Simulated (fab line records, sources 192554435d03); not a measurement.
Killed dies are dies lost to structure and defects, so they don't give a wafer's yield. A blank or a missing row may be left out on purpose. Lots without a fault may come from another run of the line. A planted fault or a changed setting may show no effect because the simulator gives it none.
Chamber matching | flow n5_finfet | N5_BEOL_M7_CMP_52 on cmp-01: 4 sister chambers
The step polishes, stops on SiCOH lowk, t overpolish 6.9 s, target thk 80 nm. 8 wafers are shown with their chamber, then 10 later ones without.

WAFERS WITH THEIR CHAMBER
wafer  | chamber | motor_current_A (A) | time_to_endpoint_s (s)
L079.1 | 3       | 5.5                 | 65
L079.6 | 3       | 6.2                 | 60
L085.1 | 2       | 6.0                 | 68
L089.1 | 0       | 6.0                 | 65
L089.3 | 2       | 5.7                 | 65
L089.4 | 1       | 5.1                 | 66
L086.1 | 0       | 5.7                 | 66
L086.2 | 1       | 5.4                 | 70

WAFERS WITHOUT THEIR CHAMBER
wafer  | motor_current_A (A) | time_to_endpoint_s (s)
L086.4 | 5.7                 | 63
L091.1 | 5.7                 | 61
L091.4 | 5.2                 | 65
L091.5 | 5.8                 | 61
L097.1 | 5.2                 | 68
L097.2 | 6.0                 | 63
L097.3 | 5.5                 | 66
L095.3 | 5.3                 | 70
L095.5 | 6.1                 | 72
L095.6 | 5.2                 | 69

WHICH CHAMBER EACH WENT THROUGH
wafer  | from the rows above               | in truth
L086.4 | can't be placed: 3 or 0 or 2 or 1 | 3
L091.1 | can't be placed: 3 or 0 or 2      | 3
L091.4 | can't be placed: 1 or 0 or 2 or 3 | 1
L091.5 | can't be placed: 3 or 0 or 2      | 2
L097.1 | 1                                 | 1
L097.2 | can't be placed: 3 or 0 or 2      | 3
L097.3 | can't be placed: 1 or 0 or 2 or 3 | 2
L095.3 | can't be placed: 1 or 2 or 0      | 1
L095.5 | can't be placed: 2 or 0 or 1 or 3 | 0
L095.6 | can't be placed: 1 or 2           | 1
Placed correctly: 1 of 10. Can't be placed from these rows: 9 (the true chamber is among the candidates in 9). Placed wrongly: 0.
How it was worked out, from the rows above alone: a wafer's distance from a chamber is the root of the sum, over the readings, of the square of ((its reading less the chamber's mean) divided by the reading's scatter). The wafer belongs to the nearest chamber; if the next one is less than 2 further off, it can't be placed. A chamber's mean is the mean of its shown wafers. The scatter: the root of (the sum of the squares of (reading less its chamber's mean) over the shown wafers, divided by (wafers less chambers)).
